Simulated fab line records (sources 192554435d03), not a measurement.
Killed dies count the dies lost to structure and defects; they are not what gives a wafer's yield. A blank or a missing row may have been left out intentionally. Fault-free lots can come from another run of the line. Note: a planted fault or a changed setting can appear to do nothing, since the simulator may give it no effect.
Matching of chambers / flow n5_finfet / N5_FIN_SAQP_DESCUM_21 on rie_diel-04: 4 sister chambers
The step chemistry O2, time 7.9 s. 4 wafers are shown with their chamber, then 9 later ones without.

WAFERS, EACH WITH ITS CHAMBER
wafer=L085.3; chamber=0; drypump_motor_current_A (A)=5.6
wafer=L085.4; chamber=2; drypump_motor_current_A (A)=6.5
wafer=L089.1; chamber=1; drypump_motor_current_A (A)=5.6
wafer=L089.6; chamber=3; drypump_motor_current_A (A)=5.6

WAFERS WHOSE CHAMBER IS MISSING
wafer=L090.1; drypump_motor_current_A (A)=5.6
wafer=L090.3; drypump_motor_current_A (A)=6.5
wafer=L090.5; drypump_motor_current_A (A)=5.6
wafer=L091.1; drypump_motor_current_A (A)=5.6
wafer=L091.5; drypump_motor_current_A (A)=5.6
wafer=L091.6; drypump_motor_current_A (A)=6.5
wafer=L092.1; drypump_motor_current_A (A)=5.6
wafer=L092.2; drypump_motor_current_A (A)=6.5
wafer=L092.3; drypump_motor_current_A (A)=5.7

THE CHAMBER EACH PASSED THROUGH
wafer=L090.1; from the rows above=can't be placed: 0 or 1 or 3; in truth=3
wafer=L090.3; from the rows above=2; in truth=2
wafer=L090.5; from the rows above=can't be placed: 0 or 1 or 3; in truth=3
wafer=L091.1; from the rows above=can't be placed: 0 or 1 or 3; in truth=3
wafer=L091.5; from the rows above=can't be placed: 0 or 1 or 3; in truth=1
wafer=L091.6; from the rows above=2; in truth=2
wafer=L092.1; from the rows above=can't be placed: 0 or 1 or 3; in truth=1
wafer=L092.2; from the rows above=2; in truth=2
wafer=L092.3; from the rows above=can't be placed: 0 or 1 or 3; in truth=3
Placed correctly: 3 of 9. From these rows, 6 cannot be placed; in 6 the true chamber is one of the candidates. Wrongly placed: 0.
How it was worked out, from the rows above alone: a wafer's distance from a chamber is the root of the sum, over the readings, of the square of ((its reading less the chamber's mean) divided by the reading's scatter). If the next closest chamber is less than 2 further off than the closest, the wafer can't be placed; otherwise it belongs to the closest. The mean given for a chamber averages the wafers shown for that chamber. The scatter: root of mean squared gap, hidden wafer to nearest shown wafer, with one shown wafer a chamber.
